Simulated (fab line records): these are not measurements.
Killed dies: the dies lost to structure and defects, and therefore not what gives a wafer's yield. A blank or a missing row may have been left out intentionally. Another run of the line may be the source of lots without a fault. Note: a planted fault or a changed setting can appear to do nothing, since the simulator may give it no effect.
fab line records	flow nand-harc
record: lots: 6	wafers: 18	last-day: 25
route steps=1159 shown A_ZERO_WELL@412 A_SOURCE_PLATE@413 A_ONON_D1@424 A_CHANNEL_HOLE_D1@450 END@1159
lots with no fault: from the same line, run without faults
start-h: the number of hours between the record's first day and the start of the first shown wafer of the lot	wait-h: how many hours have passed since the lot's step before this one	" same as the row above	L1.1+2: one row covering several wafers at once	- value missing, or start not given	* or withheld: withheld	< > ~ a bound
route shown NAME@n: NAME is a module with steps in the file, n the number in the route of the first one	usual: average and standard deviation across the fault-free wafers	same: alike in all rows	chamber/n: place in a boat	sites: each site's reading	_std_site: standard deviation across them	_edge_site: outer sites' mean less inner sites'	radius-mm: how far each site lies from the wafer's centre	mask NAME#n: copy n	behind: tool/chamber where the wafer was last shaped	hold: cause of the lot's hold/its duration in hours/its outcome	device: whichever transistor did not switch (one of n, p or np)	end of line: at the end of the route, the tests of the same wafers	a step given without rows: its recipe and nothing more	killed: count of dies lost to structure and defects at first sort (not the wafer's yield)	map: a wafer's dies, marking killed ones x, the rest . and places with no die _
set.NAME: the setting the step ran with; set.NAME@STEP: the setting that earlier step ran with	model.NAME: the simulator's own value behind a step, which no gauge read
lots at selected steps of the route; one table per step, one row per wafer
services: a tool's chamber out of use, with start hour (start-h, from the record's first day; less than 0 if before it), hours out, and reason
== steps ==
step: NHARC_A_ZERO_WELL_INSPECT_17
usual: raw-defect-count: 9/5.3
lot.wafer	tool	chamber	start-h	wait-h	raw-defect-count
L215.2	defect-inspect-02	-	148.38	0.1	12
L215.3	"	-	"	"	4
L215.6	"	-	"	"	12
L220.2	defect-inspect-02	-	174.80	0.1	3
L220.5	"	-	"	"	5
L220.6	"	-	"	"	2
L221.3	defect-inspect-01	-	183.63	0.1	12
L221.5	"	-	"	"	23
L221.6	"	-	"	"	14
L224.1	defect-inspect-01	-	209.71	0.2	4
L224.2	"	-	"	"	19
L224.6	"	-	"	"	11
L231.2	defect-inspect-01	-	242.47	0.2	8
L231.3	"	-	"	"	11
L231.4	"	-	"	"	5
L236.2	defect-inspect-02	-	278.35	0.1	7
L236.4	"	-	"	"	6
L236.5	"	-	"	"	9
step: NHARC_A_SOURCE_PLATE_PRECLEAN_00
recipe: time-s: 60	chemistry: HF-LAST
step: NHARC_A_SOURCE_PLATE_SRD_01
step: NHARC_A_SOURCE_PLATE_OXIDE_02
recipe: target-thk-a: 100	temp-c: 900	ox-time-s: 1362	material: SiO2
step: NHARC_A_SOURCE_PLATE_THK_MEAS_09
recipe: thk-meas-gauge: ellipsometry
usual: thk-nm: 9.8/0.96
lot.wafer	tool	chamber	start-h	wait-h	thk-nm
L215.2	film-metro-01	-	155.74	0.4	7.7
L215.3	"	-	"	"	8.8
L215.6	"	-	"	"	10.2
L220.2	film-metro-01	-	183.06	0.4	10.2
L220.5	"	-	"	"	8.1
L220.6	"	-	"	"	8.4
L221.3	film-metro-01	-	191.05	0.4	10.8
L221.5	"	-	"	"	10.9
L221.6	"	-	"	"	9.3
L224.1	film-metro-02	-	217.41	0.4	9.7
L224.2	"	-	"	"	9.0
L224.6	"	-	"	"	9.6
L231.2	film-metro-02	-	247.49	0.4	10.8
L231.3	"	-	"	"	9.4
L231.4	"	-	"	"	9.9
L236.2	film-metro-01	-	285.76	0.4	9.3
L236.4	"	-	"	"	9.7
L236.5	"	-	"	"	10.8
step: NHARC_A_SOURCE_PLATE_PVD_04
recipe: target-thk-a: 500	material: WSi2
step: NHARC_A_SOURCE_PLATE_CVD_03
recipe: target-thk-a: 2000	temp-c: 620	pressure-mtorr: 200	time-s: 4000	material: poly-Si
step: NHARC_A_SOURCE_PLATE_ANNEAL_05
recipe: temp-c: 850	time-s: 1800
step: NHARC_A_SOURCE_PLATE_THK_MEAS_06
recipe: thk-meas-gauge: ellipsometry
usual: thk-nm: 199.6/1.9
lot.wafer	tool	chamber	start-h	wait-h	thk-nm
L215.2	film-metro-01	-	169.94	0.4	200.3
L215.3	"	-	"	"	197.5
L215.6	"	-	"	"	196.1
L220.2	film-metro-02	-	197.07	0.4	201.3
L220.5	"	-	"	"	200.6
L220.6	"	-	"	"	199.2
L221.3	film-metro-02	-	215.13	0.4	199.9
L221.5	"	-	"	"	200.9
L221.6	"	-	"	"	203.0
L224.1	film-metro-01	-	227.33	0.4	200.6
L224.2	"	-	"	"	201.6
L224.6	"	-	"	"	200.5
L231.2	film-metro-01	-	262.21	0.4	200.3
L231.3	"	-	"	"	201.8
L231.4	"	-	"	"	200.4
L236.2	film-metro-01	-	301.20	0.4	200.3
L236.4	"	-	"	"	199.9
L236.5	"	-	"	"	199.1
step: NHARC_A_SOURCE_PLATE_INSPECT_08
usual: raw-defect-count: 64/28
lot.wafer	tool	chamber	start-h	wait-h	raw-defect-count
L215.2	defect-inspect-01	-	170.01	0.0	67
L215.3	"	-	"	"	28
L215.6	"	-	"	"	79
L220.2	defect-inspect-01	-	197.15	0.0	46
L220.5	"	-	"	"	41
L220.6	"	-	"	"	29
L221.3	defect-inspect-01	-	215.19	0.0	65
L221.5	"	-	"	"	51
L221.6	"	-	"	"	34
L224.1	defect-inspect-01	-	227.42	0.0	81
L224.2	"	-	"	"	80
L224.6	"	-	"	"	65
L231.2	defect-inspect-01	-	262.27	0.0	53
L231.3	"	-	"	"	57
L231.4	"	-	"	"	95
L236.2	defect-inspect-01	-	301.28	0.0	63
L236.4	"	-	"	"	55
L236.5	"	-	"	"	48
step: NHARC_A_ONON_D1_DEP_00
recipe: target-thk-a: 10000	n2-flow-sccm: 2750	n2o-flow-sccm: 2000	nh3-flow-sccm: 500	sih4-flow-sccm: 210	temp-c: 400
usual: nh3-flow-sccm: 500.0/1.6
lot.wafer	tool	chamber	start-h	wait-h	nh3-flow-sccm
L215.2	pecvd-onon-02	0	170.40	0.4	503.0
L215.3	"	0	"	"	502.4
L215.6	"	0	"	"	500.2
L220.2	pecvd-onon-02	0	197.29	0.1	498.9
L220.5	"	0	"	"	499.3
L220.6	"	0	"	"	497.0
L221.3	pecvd-onon-01	0	215.38	0.2	499.7
L221.5	"	0	"	"	498.9
L221.6	"	0	"	"	497.0
L224.1	pecvd-onon-02	0	227.48	0.1	499.5
L224.2	"	0	"	"	499.4
L224.6	"	0	"	"	497.4
L231.2	pecvd-onon-03	0	262.39	0.1	500.7
L231.3	"	0	"	"	499.5
L231.4	"	0	"	"	500.0
L236.2	pecvd-onon-03	0	301.41	0.1	502.8
L236.4	"	0	"	"	497.7
L236.5	"	0	"	"	500.9
step: NHARC_A_ONON_D1_THK_MEAS_02
recipe: thk-meas-gauge: ellipsometry
usual: thk-nm: 1000/7.4
lot.wafer	tool	chamber	start-h	wait-h	thk-nm
L215.2	film-metro-02	-	170.85	-	998
L215.3	"	-	"	"	996
L215.6	"	-	"	"	999
L220.2	film-metro-02	-	197.74	-	993
L220.5	"	-	"	"	994
L220.6	"	-	"	"	996
L221.3	film-metro-02	-	215.77	-	1001
L221.5	"	-	"	"	1003
L221.6	"	-	"	"	1002
L224.1	film-metro-01	-	227.99	-	1006
L224.2	"	-	"	"	1005
L224.6	"	-	"	"	1006
L231.2	film-metro-01	-	262.87	-	998
L231.3	"	-	"	"	999
L231.4	"	-	"	"	1000
L236.2	film-metro-02	-	301.86	-	1003
L236.4	"	-	"	"	1003
L236.5	"	-	"	"	1003
step: NHARC_A_ONON_D1_DEP_03
recipe: target-thk-a: 10000	n2-flow-sccm: 2750	n2o-flow-sccm: 2000	nh3-flow-sccm: 500	sih4-flow-sccm: 210	temp-c: 400
step: NHARC_A_ONON_D1_THK_MEAS_05
recipe: thk-meas-gauge: ellipsometry
usual: thk-nm: 997/8.4
lot.wafer	tool	chamber	start-h	wait-h	thk-nm
L215.2	film-metro-01	-	171.42	-	1005
L215.3	"	-	"	"	1004
L215.6	"	-	"	"	1003
L220.2	film-metro-01	-	198.31	-	994
L220.5	"	-	"	"	995
L220.6	"	-	"	"	993
L221.3	film-metro-01	-	216.34	-	993
L221.5	"	-	"	"	992
L221.6	"	-	"	"	995
L224.1	film-metro-02	-	228.56	-	992
L224.2	"	-	"	"	993
L224.6	"	-	"	"	992
L231.2	film-metro-02	-	263.44	-	992
L231.3	"	-	"	"	991
L231.4	"	-	"	"	993
L236.2	film-metro-02	-	302.56	-	994
L236.4	"	-	"	"	992
L236.5	"	-	"	"	993
step: NHARC_A_ONON_D1_DEP_06
recipe: target-thk-a: 10000	n2-flow-sccm: 2750	n2o-flow-sccm: 2000	nh3-flow-sccm: 500	sih4-flow-sccm: 210	temp-c: 400
step: NHARC_A_ONON_D1_THK_MEAS_08
recipe: thk-meas-gauge: ellipsometry
usual: thk-nm: 999/12
lot.wafer	tool	chamber	start-h	wait-h	thk-nm
L215.2	film-metro-01	-	171.99	-	998
L215.3	"	-	"	"	998
L215.6	"	-	"	"	998
L220.2	film-metro-02	-	198.87	-	991
L220.5	"	-	"	"	989
L220.6	"	-	"	"	990
L221.3	film-metro-02	-	216.91	-	1003
L221.5	"	-	"	"	1004
L221.6	"	-	"	"	1005
L224.1	film-metro-01	-	229.13	-	1017
L224.2	"	-	"	"	1015
L224.6	"	-	"	"	1016
L231.2	film-metro-02	-	264.01	-	992
L231.3	"	-	"	"	989
L231.4	"	-	"	"	991
L236.2	film-metro-02	-	303.13	-	993
L236.4	"	-	"	"	994
L236.5	"	-	"	"	993
step: NHARC_A_ONON_D1_DEP_09
recipe: target-thk-a: 10000	n2-flow-sccm: 2750	n2o-flow-sccm: 2000	nh3-flow-sccm: 500	sih4-flow-sccm: 210	temp-c: 400
step: NHARC_A_ONON_D1_THK_MEAS_11
recipe: thk-meas-gauge: ellipsometry
usual: thk-nm: 998/9.7
lot.wafer	tool	chamber	start-h	wait-h	thk-nm
L215.2	film-metro-01	-	172.56	-	993
L215.3	"	-	"	"	992
L215.6	"	-	"	"	993
L220.2	film-metro-01	-	199.44	-	995
L220.5	"	-	"	"	995
L220.6	"	-	"	"	995
L221.3	film-metro-01	-	217.49	-	999
L221.5	"	-	"	"	998
L221.6	"	-	"	"	998
L224.1	film-metro-02	-	229.69	-	1008
L224.2	"	-	"	"	1007
L224.6	"	-	"	"	1008
L231.2	film-metro-01	-	264.60	-	1002
L231.3	"	-	"	"	1002
L231.4	"	-	"	"	1000
L236.2	film-metro-02	-	303.70	-	1012
L236.4	"	-	"	"	1012
L236.5	"	-	"	"	1014
step: NHARC_A_ONON_D1_DEP_12
recipe: target-thk-a: 10000	n2-flow-sccm: 2750	n2o-flow-sccm: 2000	nh3-flow-sccm: 500	sih4-flow-sccm: 210	temp-c: 400
step: NHARC_A_ONON_D1_THK_MEAS_14
recipe: thk-meas-gauge: ellipsometry
usual: thk-nm: 1002/11
lot.wafer	tool	chamber	start-h	wait-h	thk-nm
L215.2	film-metro-01	-	173.13	-	1005
L215.3	"	-	"	"	1005
L215.6	"	-	"	"	1005
L220.2	film-metro-02	-	200.00	-	1011
L220.5	"	-	"	"	1012
L220.6	"	-	"	"	1011
L221.3	film-metro-02	-	218.06	-	1010
L221.5	"	-	"	"	1011
L221.6	"	-	"	"	1011
L224.1	film-metro-02	-	230.26	-	994
L224.2	"	-	"	"	993
L224.6	"	-	"	"	992
L231.2	film-metro-02	-	265.18	-	1007
L231.3	"	-	"	"	1006
L231.4	"	-	"	"	1006
L236.2	film-metro-02	-	304.26	-	1006
L236.4	"	-	"	"	1007
L236.5	"	-	"	"	1006
step: NHARC_A_ONON_D1_ANNEAL_15
recipe: temp-c: 750	time-s: 3600
step: NHARC_A_ONON_D1_DEP_16
recipe: target-thk-a: 10000	n2-flow-sccm: 2750	n2o-flow-sccm: 2000	nh3-flow-sccm: 500	sih4-flow-sccm: 210	temp-c: 400
step: NHARC_A_ONON_D1_THK_MEAS_18
recipe: thk-meas-gauge: ellipsometry
usual: thk-nm: 1000/10
lot.wafer	tool	chamber	start-h	wait-h	thk-nm
L215.2	film-metro-01	-	181.50	-	1004
L215.3	"	-	"	"	1004
L215.6	"	-	"	"	1004
L220.2	film-metro-01	-	205.57	-	1006
L220.5	"	-	"	"	1005
L220.6	"	-	"	"	1007
L221.3	film-metro-01	-	225.20	-	1002
L221.5	"	-	"	"	1001
L221.6	"	-	"	"	1002
L224.1	film-metro-01	-	237.67	-	996
L224.2	"	-	"	"	995
L224.6	"	-	"	"	993
L231.2	film-metro-02	-	272.22	-	994
L231.3	"	-	"	"	993
L231.4	"	-	"	"	993
L236.2	film-metro-02	-	311.23	-	991
L236.4	"	-	"	"	990
L236.5	"	-	"	"	992
step: NHARC_A_ONON_D1_DEP_19
recipe: target-thk-a: 10000	n2-flow-sccm: 2750	n2o-flow-sccm: 2000	nh3-flow-sccm: 500	sih4-flow-sccm: 210	temp-c: 400
step: NHARC_A_ONON_D1_THK_MEAS_21
recipe: thk-meas-gauge: ellipsometry
usual: thk-nm: 997/9.9
lot.wafer	tool	chamber	start-h	wait-h	thk-nm
L215.2	film-metro-02	-	182.09	-	1005
L215.3	"	-	"	"	1002
L215.6	"	-	"	"	1003
L220.2	film-metro-02	-	206.13	-	997
L220.5	"	-	"	"	997
L220.6	"	-	"	"	997
L221.3	film-metro-02	-	225.77	-	1000
L221.5	"	-	"	"	999
L221.6	"	-	"	"	998
L224.1	film-metro-02	-	238.35	-	996
L224.2	"	-	"	"	996
L224.6	"	-	"	"	997
L231.2	film-metro-01	-	272.79	-	997
L231.3	"	-	"	"	999
L231.4	"	-	"	"	1000
L236.2	film-metro-02	-	311.79	-	983
L236.4	"	-	"	"	982
L236.5	"	-	"	"	982
step: NHARC_A_ONON_D1_DEP_22
recipe: target-thk-a: 10000	n2-flow-sccm: 2750	n2o-flow-sccm: 2000	nh3-flow-sccm: 500	sih4-flow-sccm: 210	temp-c: 400
step: NHARC_A_ONON_D1_THK_MEAS_24
recipe: thk-meas-gauge: ellipsometry
usual: thk-nm: 1001/8.4
lot.wafer	tool	chamber	start-h	wait-h	thk-nm
L215.2	film-metro-01	-	182.66	-	1012
L215.3	"	-	"	"	1012
L215.6	"	-	"	"	1015
L220.2	film-metro-01	-	206.70	-	1014
L220.5	"	-	"	"	1015
L220.6	"	-	"	"	1014
L221.3	film-metro-02	-	226.33	-	991
L221.5	"	-	"	"	991
L221.6	"	-	"	"	990
L224.1	film-metro-01	-	238.92	-	1011
L224.2	"	-	"	"	1011
L224.6	"	-	"	"	1011
L231.2	film-metro-01	-	273.35	-	999
L231.3	"	-	"	"	999
L231.4	"	-	"	"	1000
L236.2	film-metro-02	-	312.36	-	979
L236.4	"	-	"	"	978
L236.5	"	-	"	"	979
step: NHARC_A_ONON_D1_DEP_25
recipe: target-thk-a: 10000	n2-flow-sccm: 2750	n2o-flow-sccm: 2000	nh3-flow-sccm: 500	sih4-flow-sccm: 210	temp-c: 400
step: NHARC_A_ONON_D1_THK_MEAS_27
recipe: thk-meas-gauge: ellipsometry
usual: thk-nm: 1001/9.3
lot.wafer	tool	chamber	start-h	wait-h	thk-nm
L215.2	film-metro-02	-	183.22	-	1003
L215.3	"	-	"	"	1001
L215.6	"	-	"	"	1002
L220.2	film-metro-02	-	207.26	-	1012
L220.5	"	-	"	"	1014
L220.6	"	-	"	"	1012
L221.3	film-metro-01	-	226.90	-	988
L221.5	"	-	"	"	987
L221.6	"	-	"	"	990
L224.1	film-metro-01	-	239.50	-	993
L224.2	"	-	"	"	993
L224.6	"	-	"	"	993
L231.2	film-metro-02	-	273.93	-	993
L231.3	"	-	"	"	993
L231.4	"	-	"	"	993
L236.2	film-metro-02	-	312.93	-	993
L236.4	"	-	"	"	992
L236.5	"	-	"	"	992
step: NHARC_A_ONON_D1_DEP_28
recipe: target-thk-a: 10000	n2-flow-sccm: 2750	n2o-flow-sccm: 2000	nh3-flow-sccm: 500	sih4-flow-sccm: 210	temp-c: 400
step: NHARC_A_ONON_D1_THK_MEAS_30
recipe: thk-meas-gauge: ellipsometry
usual: thk-nm: 999/9.4
lot.wafer	tool	chamber	start-h	wait-h	thk-nm
L215.2	film-metro-01	-	183.81	-	994
L215.3	"	-	"	"	994
L215.6	"	-	"	"	994
L220.2	film-metro-02	-	207.83	-	997
L220.5	"	-	"	"	998
L220.6	"	-	"	"	998
L221.3	film-metro-01	-	227.49	-	988
L221.5	"	-	"	"	989
L221.6	"	-	"	"	989
L224.1	film-metro-02	-	240.12	-	1013
L224.2	"	-	"	"	1011
L224.6	"	-	"	"	1012
L231.2	film-metro-01	-	274.49	-	1003
L231.3	"	-	"	"	1004
L231.4	"	-	"	"	1003
L236.2	film-metro-02	-	313.49	-	1007
L236.4	"	-	"	"	1010
L236.5	"	-	"	"	1009
step: NHARC_A_ONON_D1_DEP_33
recipe: target-thk-a: 2000	temp-c: 400	pressure-torr: 6.5	rf-w: 900	teos-flow-sccm: 161.4	flow-sccm: 2650	target-thk-nm: 200	gas: O2	material: SiO2
usual: heater-power-w: 551/130	throttle-valve-pct: 16.2/0.55
lot.wafer	tool	chamber	start-h	wait-h	heater-power-w	throttle-valve-pct
L215.2	pecvd-01	1	183.92	0.1	429	15.4
L215.3	"	2	"	"	715	16.0
L215.6	"	1	"	"	431	15.9
L220.2	pecvd-03	1	208.06	0.2	492	16.7
L220.6	"	1	"	"	514	16.8
L220.5	"	2	"	"	533	15.7
L221.3	pecvd-03	0	227.83	0.3	819	17.1
L221.5	"	2	"	"	430	15.5
L221.6	"	0	"	"	793	16.8
L224.2	pecvd-02	1	240.18	0.1	597	16.9
L224.1	"	0	"	"	613	15.8
L224.6	"	2	"	"	423	15.9
L231.2	pecvd-02	0	274.59	0.1	543	15.7
L231.3	"	1	"	"	557	16.8
L231.4	"	1	"	"	568	16.8
L236.2	pecvd-01	1	313.55	0.1	329	15.9
L236.4	"	2	"	"	666	16.0
L236.5	"	1	"	"	347	15.5
step: NHARC_A_ONON_D1_THK_MEAS_34
recipe: thk-meas-gauge: ellipsometry
usual: thk-nm: 201/3.2
lot.wafer	tool	chamber	start-h	wait-h	thk-nm
L215.2	film-metro-01	-	184.29	-	198
L215.3	"	-	"	"	201
L215.6	"	-	"	"	200
L220.2	film-metro-02	-	208.47	-	199
L220.5	"	-	"	"	201
L220.6	"	-	"	"	202
L221.3	film-metro-01	-	228.20	-	196
L221.5	"	-	"	"	203
L221.6	"	-	"	"	199
L224.1	film-metro-01	-	240.59	-	201
L224.2	"	-	"	"	202
L224.6	"	-	"	"	199
L231.2	film-metro-01	-	274.96	-	201
L231.3	"	-	"	"	201
L231.4	"	-	"	"	203
L236.2	film-metro-02	-	314.10	0.5	199
L236.4	"	-	"	"	198
L236.5	"	-	"	"	200
step: NHARC_A_CHANNEL_HOLE_D1_DEP_00
recipe: target-thk-a: 31000	temp-c: 400	material: aC
usual: throttle-valve-pct: 35.001/0.0093
lot.wafer	tool	chamber	start-h	wait-h	throttle-valve-pct
L215.2	acl-dep-01	0	184.74	0.4	34.991
L215.3	"	0	"	"	35.003
L215.6	"	0	"	"	35.011
L220.2	acl-dep-02	0	208.92	0.4	35.015
L220.5	"	0	"	"	34.999
L220.6	"	0	"	"	35.004
L221.3	acl-dep-01	0	230.17	1.9	34.999
L221.5	"	0	"	"	35.009
L221.6	"	0	"	"	35.009
L224.1	acl-dep-01	0	242.46	1.8	34.999
L224.2	"	0	"	"	34.997
L224.6	"	0	244.04	3.4	35.004
L231.2	acl-dep-01	0	276.71	1.7	35.004
L231.3	"	0	"	"	35.001
L231.4	"	0	"	"	34.996
L236.2	acl-dep-02	0	317.09	2.9	35.009
L236.4	"	0	"	"	35.008
L236.5	"	0	"	"	35.002
step: NHARC_A_CHANNEL_HOLE_D1_DEP_01
recipe: target-thk-a: 1400	target-thk-nm: 140	temp-c: 400	pressure-torr: 3.5	flow-sccm: 200	rf-w: 350	material: SiON
usual: heater-power-w: 747/150
lot.wafer	tool	chamber	start-h	wait-h	heater-power-w
L215.2	pecvd-04	1	186.51	1.5	951
L215.3	"	0	"	"	486
L215.6	"	0	"	"	492
L220.2	pecvd-04	0	210.69	1.5	559
L220.6	"	2	"	"	597
L220.5	"	0	"	"	571
L221.3	pecvd-03	0	231.51	1.0	840
L221.6	"	1	"	"	663
L221.5	"	2	"	"	675
L224.2	pecvd-03	2	244.37	1.3	655
L224.1	"	0	"	"	911
L224.6	"	1	"	"	634
L231.2	pecvd-03	0	278.34	1.3	979
L231.3	"	1	"	"	666
L231.4	"	1	"	"	675
L236.2	pecvd-03	2	318.74	1.3	600
L236.4	"	0	"	"	883
L236.5	"	1	"	"	586
step: NHARC_A_CHANNEL_HOLE_D1_DEHYDRATE_02
recipe: temp-c: 150	time-s: 120
step: NHARC_A_CHANNEL_HOLE_D1_HMDS_03
recipe: time-s: 30
step: NHARC_END_SORT_01
recipe: temp-c: 25
usual: killed-at-array: 26/11	killed-at-other: 0.4/0.78	killed-at-periphery: 3.4/2.4	killed-dies: 29/11	killed-open: 3.1/1.9	killed-short: 1.9/1.4
same: gross-dies: 677
lot.wafer	tool	chamber	start-h	wait-h	killed-at-array	killed-at-other	killed-at-periphery	killed-dies	killed-open	killed-short
L224.1	prober-01	0	536.59	2.5	58	0	1	59	5	4
L224.2	prober-01	0	537.39	2.8	62	0	1	63	3	1
L224.6	prober-01	0	540.61	4.0	56	1	1	58	5	1
L220.2	prober-02	0	537.51	2.8	59	0	3	62	3	1
L220.5	prober-02	0	539.94	3.8	74	0	1	75	4	2
L220.6	prober-02	0	540.76	4.1	53	0	2	55	1	2
killed by level:class
L224.1 A_ONON_D1:unspecified=35 A_SLIT:chamber-film-flake=8 A_CONTACT:chamber-film-flake=5 P_M0:geometric-particle:open=1 A_ONON_D1:geometric-particle:open=1 A_CHANNEL_FILL_D1:geometric-particle:open=1 A_CHANNEL_FILL_D1:geometric-particle:short=1 A_WL_FILL:geometric-particle:short=1
L224.2 A_ONON_D1:unspecified=39 A_SLIT:chamber-film-flake=8 A_CONTACT:chamber-film-flake=7 A_CHANNEL_HOLE_D1:chamber-film-flake=4 P_CONTACT:geometric-particle:open=1 A_SOURCE_PLATE:geometric-particle:short=1 A_STAIRCASE:geometric-particle:open=1 A_CONTACT:geometric-particle:open=1
L220.2 A_ONON_D1:unspecified=37 A_SLIT:chamber-film-flake=11 A_CHANNEL_HOLE_D1:chamber-film-flake=7 A_STAIRCASE:chamber-film-flake=3 P_STI:geometric-particle:short=1 P_GATE:geometric-particle:open=1 P_CONTACT:geometric-particle:open=1 A_ONON_D1:geometric-particle:open=1
L220.5 A_ONON_D1:unspecified=41 A_CHANNEL_HOLE_D1:chamber-film-flake=12 A_SLIT:chamber-film-flake=9 A_WL_FILL:chamber-film-flake=3 A_CONTACT:geometric-particle:open=2 A_WL_FILL:geometric-particle:short=2 A_STAIRCASE:chamber-film-flake=2 A_CHANNEL_FILL_D1:geometric-particle:open=1
L224.6 A_ONON_D1:unspecified=39 A_SLIT:chamber-film-flake=5 A_CONTACT:geometric-particle:open=3 A_CHANNEL_HOLE_D1:chamber-film-flake=3 A_CONTACT:chamber-film-flake=3 A_STAIRCASE:chamber-film-flake=2 P_M0:geometric-particle:open=1 A_BLC:geometric-particle:open=1
L220.6 A_ONON_D1:unspecified=35 A_CHANNEL_HOLE_D1:chamber-film-flake=10 A_SLIT:chamber-film-flake=6 P_M2:geometric-particle:short=1 A_CHANNEL_FILL_D1:geometric-particle:short=1 A_CONTACT:geometric-particle:open=1 P_GATE:chamber-film-flake=1
map L220.5 (x killed, . not)
____________x____________
_________......._________
_______..........._______
______.............______
_____..........x...._____
____.................____
____.................____
___...................___
___.................x.___
__......x........x.....__
__..x.xx...............__
_........x.............._
_....xxx.x.............._
_.......xx.............._
_.......x..............._
_......xx..............._
..........x..............
......x..................
........x................
.........................
..................xx.....
_......................._
_................xx....._
_..................xx..._
_..................xx..._
_................x..xx.._
__...............xxx.x.__
__................xxxxx__
___...........x..xxxxx___
___.............xxxxxx___
____............xxxxx____
____..........x.xxxxx____
_____..........x.xxx_____
______..........xxx______
_______....x....xx_______
_________..x...._________
____________.____________
map L224.2 (x killed, . not)
____________.____________
_________......._________
_______..........._______
______.............______
_____..............._____
____............x....____
____......x..........____
___..........x........___
___...................___
__.....................__
__.....................__
_......................._
_......................._
_.........x............._
_..........x............_
_......................._
............x............
.........................
.........................
........x........xx......
..............x..........
_...............xx......_
_.................xx...._
_..............xx.x....._
_...............x..x...._
_..............x......x._
__.................xx..__
__................xxxxx__
___..............xxxxx___
___.............xxxxxx___
____............xxxxx____
____............xxxxx____
_____...x......xxxxx_____
______..xx....x.xxx______
_______.........xx_______
_________......._________
____________.____________
== services ==
tool	chamber	start-h	hours	kind
pecvd-02	0	151.00	23.6	repair
pecvd-onon-03	-	153.11	13.0	pm
pecvd-02	-	153.28	13.0	pm
pecvd-02	1	153.28	13.0	vent-cycle
pecvd-02	2	153.28	13.0	vent-cycle
pecvd-02	1	166.28	-	clean
acl-dep-02	-	169.28	13.0	pm
pecvd-04	2	182.93	9.7	repair
pecvd-04	-	195.00	13.0	pm
pecvd-onon-01	-	195.33	13.0	pm
pecvd-01	2	226.68	5.0	repair
pecvd-01	-	237.35	13.0	pm
pecvd-02	-	266.83	0.2	repair
pecvd-onon-02	-	292.00	13.0	pm
pecvd-03	-	292.18	13.0	pm
pecvd-03	0	292.18	13.0	vent-cycle
pecvd-03	1	292.18	13.0	vent-cycle
pecvd-03	2	292.18	13.0	vent-cycle
acl-dep-01	-	293.83	13.0	pm
pecvd-02	-	303.58	1.6	repair
pecvd-03	0	305.18	-	clean
pecvd-03	1	305.18	-	clean
pecvd-03	2	305.18	-	clean
pecvd-01	0	311.79	5.6	repair
== key ==
first-sign: step: NHARC_END_SORT_01	reading: killed-at-array	direction: up	sigmas: 3.3	usual: 26	struck: 60
effect: step: NHARC_END_SORT_01	reading: killed-dies	direction: up	sigmas: 3	usual: 29	struck: 62
more-kills-born-at: NHARC_A_ONON_D1_DEP_00@pecvd-onon-02: 226
met-at NHARC_A_ONON_D1_DEP_00
struck-wafers L220.2,L220.5,L220.6,L224.1,L224.2,L224.6
tester-left-out L220,L224
onset-between 170.40 197.29
fault: kind: chamber-particle-source	tool: pecvd-onon-02	chamber: -	onset-h: 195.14	steps: NHARC_A_ONON_D1_DEP_00	rate-per-visit-cm2: 0.52412	end-h: 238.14
tester-left-out: of these lots the tester's yield and bins aren't shown, on N5 and GAA mostly nor the transistor test; their killed dies are dies lost to structure and defects alone, not to doping, threshold or leakage, so they don't give the yield
